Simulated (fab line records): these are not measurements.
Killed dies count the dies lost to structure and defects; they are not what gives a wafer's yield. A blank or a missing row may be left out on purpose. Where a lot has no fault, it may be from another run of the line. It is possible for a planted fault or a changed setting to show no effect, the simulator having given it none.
Which tool was responsible? ; flow nand_harc ; 69 wafers from 23 lots sampled at 5 of the route's 1302 steps

WHAT THE GAUGES READ, wafer by wafer
NHARC_A_CHANNEL_FILL_D2_INSPECT_13. Usual: raw_defect_count reads 346 (standard deviation 120).
lot;measured;on;raw_defect_count;flag
L074;day 15 23:23;defect_inspect-02;248 330 212;
L075;day 15 23:23;defect_inspect-02;289 302 373;
L076;day 16 13:44;defect_inspect-02;258 611 326;
L078;day 16 19:29;defect_inspect-02;424 372 386;
L077;day 16 19:19;defect_inspect-02;222 346 382;
L079;day 18 02:29;defect_inspect-02;321 476 423;
L081;day 18 09:52;defect_inspect-01;423 370 498;
L080;day 18 09:49;defect_inspect-02;295 218 162;
L082;day 18 23:35;defect_inspect-01;287 489 423;
L083;day 19 10:09;defect_inspect-02;281 175 155;
L084;day 19 19:29;defect_inspect-01;326 339 268;
L085;day 20 13:20;defect_inspect-01;304 366 305;
L087;day 20 13:10;defect_inspect-02;281 270 457;
L086;day 20 13:10;defect_inspect-01;611 266 248;
L088;day 21 09:47;defect_inspect-01;335 314 357;
L089;day 21 22:24;defect_inspect-01;343 242 296;
L090;day 22 18:40;defect_inspect-02;292 458 446;
L092;day 23 02:22;defect_inspect-01;311 398 239;
L091;day 23 02:23;defect_inspect-02;511 303 623;
L093;day 23 14:01;defect_inspect-02;223 365 299;
L094;day 24 01:17;defect_inspect-01;462 378 504;
L095;day 24 14:01;defect_inspect-02;363 320 240;
L096;day 25 02:05;defect_inspect-01;255 198 284;

WHICH TOOL RAN EACH LOT (tool, then ch and the chambers of the sampled wafers, then the start)
lot;NHARC_A_CHANNEL_HOLE_D2_ETCH_39;NHARC_A_CHANNEL_HOLE_D2_ETCH_20;NHARC_A_CHANNEL_HOLE_D2_ETCH_26;NHARC_A_CHANNEL_FILL_D2_ETCHBACK_19
L074;rie_diel-07 ch 0,1,2, day 13 17:25 or earlier;har_etch-01 ch 0,1, day 13 17:25;har_etch-01 ch 0,1, day 13 21:04;rie_si-02 ch 2,3, day 14 23:14
L075;rie_diel-02 ch 0,2,3, day 13 19:26 or earlier;har_etch-02 ch 0,1, day 13 19:26;har_etch-02 ch 0,1, day 13 23:05;rie_si-06 ch 0,1,2, day 14 23:15
L076;rie_diel-07 ch 0,1,2, day 14 05:15 or earlier;har_etch-01 ch 0,1, day 14 05:15;har_etch-01 ch 0,1, day 14 08:53;rie_si-02 ch 0,2,3, day 15 12:07
L078;rie_diel-07 ch 0,1,3, day 14 12:49 or earlier;har_etch-01 ch 0,1, day 14 12:49;har_etch-01 ch 0,1, day 14 16:31;rie_si-02 ch 0,3, day 15 19:19
L077;rie_diel-04 ch 0,1,3, day 14 12:58 or earlier;har_etch-02 ch 0,1, day 14 12:58;har_etch-02 ch 0,1, day 14 16:41;rie_si-06 ch 0,1,2, day 15 19:19
L079;rie_diel-04 ch 1,2,3, day 15 16:53 or earlier;har_etch-01 ch 0,1, day 15 16:53;har_etch-01 ch 0,1, day 15 20:32;rie_si-02 ch 0,3, day 16 23:13
L081;rie_diel-02 ch 2,3, day 16 00:46 or earlier;har_etch-02 ch 0,1, day 16 00:46;har_etch-02 ch 0,1, day 16 04:26;rie_si-06 ch 0,1, day 17 06:17
L080;rie_diel-02 ch 0,2,3, day 16 01:16 or earlier;har_etch-01 ch 0,1, day 16 01:16;har_etch-01 ch 0,1, day 16 04:55;rie_si-02 ch 0,1,2, day 17 06:17
L082;rie_diel-07 ch 0,2, day 16 16:34 or earlier;har_etch-02 ch 0,1, day 16 16:34;har_etch-02 ch 0,1, day 16 20:14;rie_si-02 ch 1,2, day 17 22:01
L083;rie_diel-02 ch 1,2,3, day 17 04:08 or earlier;har_etch-01 ch 0,1, day 17 04:08;har_etch-01 ch 0,1, day 17 07:50;rie_si-06 ch 0,2,3, day 18 10:01
L084;rie_diel-04 ch 0,3, day 17 12:34 or earlier;har_etch-01 ch 0,1, day 17 12:34;har_etch-01 ch 0,1, day 17 16:12;rie_si-02 ch 2,3, day 18 19:25
L085;rie_diel-07 ch 0,2,3, day 18 04:31 or earlier;har_etch-02 ch 0,1, day 18 04:31;har_etch-02 ch 0,1, day 18 08:09;rie_si-02 ch 2,3, day 19 12:27
L087;rie_diel-02 ch 0,2,3, day 18 08:05 or earlier;har_etch-01 ch 0,1, day 18 08:05;har_etch-01 ch 0,1, day 18 11:42;rie_si-04 ch 0,1,3, day 19 12:29
L086;rie_diel-07 ch 0,2, day 18 08:39 or earlier;har_etch-02 ch 0,1, day 18 08:39;har_etch-02 ch 0,1, day 18 12:19;rie_si-06 ch 1,2, day 19 12:27
L088;rie_diel-02 ch 0,1,3, day 18 19:56 or earlier;har_etch-01 ch 0,1, day 18 19:56;har_etch-01 ch 0,1, day 18 23:32;rie_si-06 ch 0,2,3, day 20 04:53
L089;rie_diel-07 ch 1,2,3, day 19 14:43 or earlier;har_etch-02 ch 0,1, day 19 14:43;har_etch-02 ch 0,1, day 19 18:22;rie_si-04 ch 0,1,3, day 20 22:22
L090;rie_diel-07 ch 0,1, day 20 09:17 or earlier;har_etch-01 ch 0,1, day 20 09:17;har_etch-01 ch 0,1, day 20 12:55;rie_si-04 ch 2,3, day 21 18:32
L092;rie_diel-04 ch 0,1,3, day 20 17:40 or earlier;har_etch-01 ch 1, day 20 17:40;har_etch-01 ch 1, day 20 21:17;rie_si-04 ch 0,1,3, day 22 02:07
L091;rie_diel-02 ch 1,2,3, day 20 18:43 or earlier;har_etch-02 ch 0,1, day 20 18:43;har_etch-02 ch 0,1, day 20 22:22;rie_si-06 ch 0,2,3, day 22 02:06
L093;rie_diel-07 ch 0,1,3, day 21 05:52 or earlier;har_etch-01 ch 0,1, day 21 05:52;har_etch-01 ch 0,1, day 21 09:26;rie_si-04 ch 0,3, day 22 14:38
L094;rie_diel-07 ch 2,3, day 21 14:02 or earlier;har_etch-01 ch 0,1, day 21 14:02;har_etch-01 ch 0,1, day 21 17:41;rie_si-02 ch 0,1,2, day 22 23:44
L095;rie_diel-07 ch 0,1,3, day 22 02:04 or earlier;har_etch-01 ch 0,1, day 22 02:04;har_etch-01 ch 0,1, day 22 05:42;rie_si-06 ch 1,2,3, day 23 13:57
L096;rie_diel-04 ch 1,2,3, day 22 14:31 or earlier;har_etch-01 ch 1, day 22 14:31;har_etch-01 ch 1, day 22 18:10;rie_si-04 ch 1,2, day 23 20:54
- NHARC_A_CHANNEL_HOLE_D2_ETCH_39: etches the open film in N2/H2, target depth 260 nm, time 325 s.
- NHARC_A_CHANNEL_HOLE_D2_ETCH_20: etches the open film in C4F8/O2/Ar, time 361.9 s, target depth 1600 nm.
- NHARC_A_CHANNEL_HOLE_D2_ETCH_26: etches the open film in C4F8/O2/Ar, time 224.1 s, target depth 300 nm.
- NHARC_A_CHANNEL_FILL_D2_ETCHBACK_19: etches the open film in HBr/Cl2, target depth 5 nm, time 1.7 s.

AS READ BY THE TOOLS THEMSELVES (means over the sampled wafers that have a number; for cases with no such wafer, the mark the record gives instead)
NHARC_A_CHANNEL_HOLE_D2_ETCH_39. Usual: drypump_motor_current_A 5.6 A, standard deviation 0.46; h2_flow_sccm 150.1 sccm, standard deviation 0.48; oes_product_au 0.995 a.u., standard deviation 0.011; rf_vpp_V 429.6 V, standard deviation 2.1; showerhead_plenum_p_Torr 2.01 Torr, standard deviation 0.072; throttle_valve_pct 14.170 %, standard deviation 0.0098.
lot;tool;drypump_motor_current_A (A);h2_flow_sccm (sccm);oes_product_au (a.u.);rf_vpp_V (V);showerhead_plenum_p_Torr (Torr);throttle_valve_pct (%);flag
L074;rie_diel-07;6.0;150.1;0.989;428.2;1.97;14.173;
L075;rie_diel-02;5.6;150.5;1.002;431.4;2.07;14.178;
L076;rie_diel-07;6.0;150.3;0.981;428.8;1.97;14.177;
L078;rie_diel-07;5.6;150.3;0.992;429.1;1.99;14.168;
L077;rie_diel-04;5.2;149.9;1.011;428.1;1.95;14.164;
L079;rie_diel-04;5.1;150.2;1.000;430.2;2.02;14.176;
L081;rie_diel-02;5.4;150.2;0.988;430.8;2.04;14.162;
L080;rie_diel-02;5.7;150.1;0.992;431.2;2.06;14.164;
L082;rie_diel-07;5.9;150.6;0.996;427.0;1.93;14.170;
L083;rie_diel-02;5.8;150.2;0.998;431.8;2.07;14.161;
L084;rie_diel-04;5.4;149.9;0.991;427.5;1.93;14.172;
L085;rie_diel-07;5.8;150.3;0.996;428.0;1.94;14.173;
L087;rie_diel-02;5.6;150.0;1.013;430.7;2.06;14.167;
L086;rie_diel-07;5.9;149.3;0.992;427.5;1.92;14.171;
L088;rie_diel-02;5.6;150.2;0.996;431.4;2.09;14.168;
L089;rie_diel-07;5.9;150.1;0.989;428.8;1.98;14.168;
L090;rie_diel-07;5.7;149.9;0.990;427.8;1.96;14.170;
L092;rie_diel-04;5.3;149.5;0.998;428.0;1.95;14.167;
L091;rie_diel-02;5.8;149.9;1.004;431.2;2.07;14.170;
L093;rie_diel-07;5.6;149.3;0.980;428.0;1.98;14.166;
L094;rie_diel-07;5.7;150.3;0.982;428.3;1.96;14.175;
L095;rie_diel-07;5.6;150.2;0.985;428.8;1.98;14.177;
L096;rie_diel-04;5.2;149.8;0.998;430.0;2.02;14.172;

NHARC_A_CHANNEL_HOLE_D2_ETCH_20. Usual: drypump_motor_current_A 5.9 A, standard deviation 0.31; showerhead_plenum_p_Torr 3.62 Torr, standard deviation 0.18; throttle_valve_pct 32.154 %, standard deviation 0.009.
lot;tool;drypump_motor_current_A (A);showerhead_plenum_p_Torr (Torr);throttle_valve_pct (%);flag
L074;har_etch-01;5.9;3.64;32.142;
L075;har_etch-02;5.8;3.42;32.158;
L076;har_etch-01;6.0;3.59;32.155;
L078;har_etch-01;5.9;3.64;32.153;
L077;har_etch-02;6.0;3.42;32.152;
L079;har_etch-01;6.1;3.57;32.157;
L081;har_etch-02;5.8;3.41;32.149;
L080;har_etch-01;6.0;3.57;32.148;
L082;har_etch-02;6.0;3.41;32.141;
L083;har_etch-01;5.9;3.61;32.156;
L084;har_etch-01;5.9;3.61;32.168;
L085;har_etch-02;6.0;3.93;32.154;
L087;har_etch-01;5.9;3.61;32.154;
L086;har_etch-02;5.8;3.93;32.155;
L088;har_etch-01;6.0;3.54;32.156;
L089;har_etch-02;5.8;3.92;32.147;
L090;har_etch-01;5.9;3.59;32.160;
L092;har_etch-01;6.3;3.48;32.155;
L091;har_etch-02;5.8;3.91;32.155;
L093;har_etch-01;6.1;3.53;32.150;
L094;har_etch-01;6.0;3.52;32.161;
L095;har_etch-01;6.0;3.52;32.149;
L096;har_etch-01;6.2;3.46;32.161;

NHARC_A_CHANNEL_HOLE_D2_ETCH_26. Usual: bias_v 299.6 V, standard deviation 2.9; drypump_motor_current_A 5.9 A, standard deviation 0.31; showerhead_plenum_p_Torr 3.66 Torr, standard deviation 0.19; throttle_valve_pct 24.585 %, standard deviation 0.0096.
lot;tool;bias_v (V);drypump_motor_current_A (A);showerhead_plenum_p_Torr (Torr);throttle_valve_pct (%);flag
L074;har_etch-01;297.1;5.9;3.68;24.590;
L075;har_etch-02;301.2;5.8;3.45;24.577;
L076;har_etch-01;299.1;6.0;3.63;24.577;
L078;har_etch-01;296.1;5.9;3.68;24.583;
L077;har_etch-02;298.0;6.0;3.45;24.580;
L079;har_etch-01;298.1;6.0;3.61;24.585;
L081;har_etch-02;298.8;5.8;3.43;24.593;
L080;har_etch-01;299.1;6.0;3.61;24.589;
L082;har_etch-02;302.1;6.1;3.44;24.580;
L083;har_etch-01;301.3;5.9;3.65;24.582;
L084;har_etch-01;296.2;5.9;3.65;24.589;
L085;har_etch-02;298.5;6.0;3.99;24.586;
L087;har_etch-01;300.9;5.9;3.64;24.583;
L086;har_etch-02;301.5;5.8;3.98;24.579;
L088;har_etch-01;297.2;6.0;3.58;24.591;
L089;har_etch-02;298.1;5.8;3.97;24.593;
L090;har_etch-01;298.6;5.8;3.63;24.579;
L092;har_etch-01;299.3;6.2;3.51;24.594;
L091;har_etch-02;299.9;5.8;3.97;24.582;
L093;har_etch-01;301.3;6.0;3.57;24.581;
L094;har_etch-01;300.5;6.1;3.56;24.579;
L095;har_etch-01;298.7;6.0;3.56;24.584;
L096;har_etch-01;302.9;6.2;3.50;24.586;

NHARC_A_CHANNEL_FILL_D2_ETCHBACK_19. Usual: drypump_motor_current_A 5.8 A, standard deviation 0.53; oes_product_au 0.999 a.u., standard deviation 0.01; throttle_valve_pct 26.406 %, standard deviation 0.0094.
lot;tool;drypump_motor_current_A (A);oes_product_au (a.u.);throttle_valve_pct (%);flag
L074;rie_si-02;6.1;1.004;26.407;
L075;rie_si-06;5.7;1.002;26.411;
L076;rie_si-02;6.0;0.999;26.410;
L078;rie_si-02;6.3;1.001;26.407;
L077;rie_si-06;5.7;0.999;26.405;
L079;rie_si-02;6.2;1.003;26.408;
L081;rie_si-06;5.5;1.005;26.405;
L080;rie_si-02;6.0;1.005;26.412;
L082;rie_si-02;5.7;1.002;26.404;
L083;rie_si-06;5.7;0.983;26.405;
L084;rie_si-02;6.1;1.007;26.401;
L085;rie_si-02;5.7;1.008;26.408;
L087;rie_si-04;5.4;0.990;26.405;
L086;rie_si-06;5.9;0.996;26.403;
L088;rie_si-06;5.7;1.005;26.399;
L089;rie_si-04;5.4;0.991;26.412;
L090;rie_si-04;5.6;0.985;26.413;
L092;rie_si-04;5.4;0.990;26.405;
L091;rie_si-06;5.7;1.008;26.395;
L093;rie_si-04;5.2;0.988;26.406;
L094;rie_si-02;6.0;0.986;26.405;
L095;rie_si-06;5.7;0.999;26.404;
L096;rie_si-04;6.1;0.990;26.402;

THE ANSWER, worked out from the rows above alone
Rule: take the mean of a lot's wafers that have a number; if it is more than 3 standard deviations from the usual mean, the lot is off. A lot without any number at a reading at which 4 lots or more have one is off too. The other lots that the step has rows for count as sound. The gauges are gone through in route order, then the tools' own readings, and for those a lot's mean is taken as printed above. At the first step where some lot is off, the reading lying furthest off is the one used; lots without a number count as furthest.
None of the lots is off at any reading shown; this tells nothing.

WHAT THE SIMULATOR HAD INSERTED
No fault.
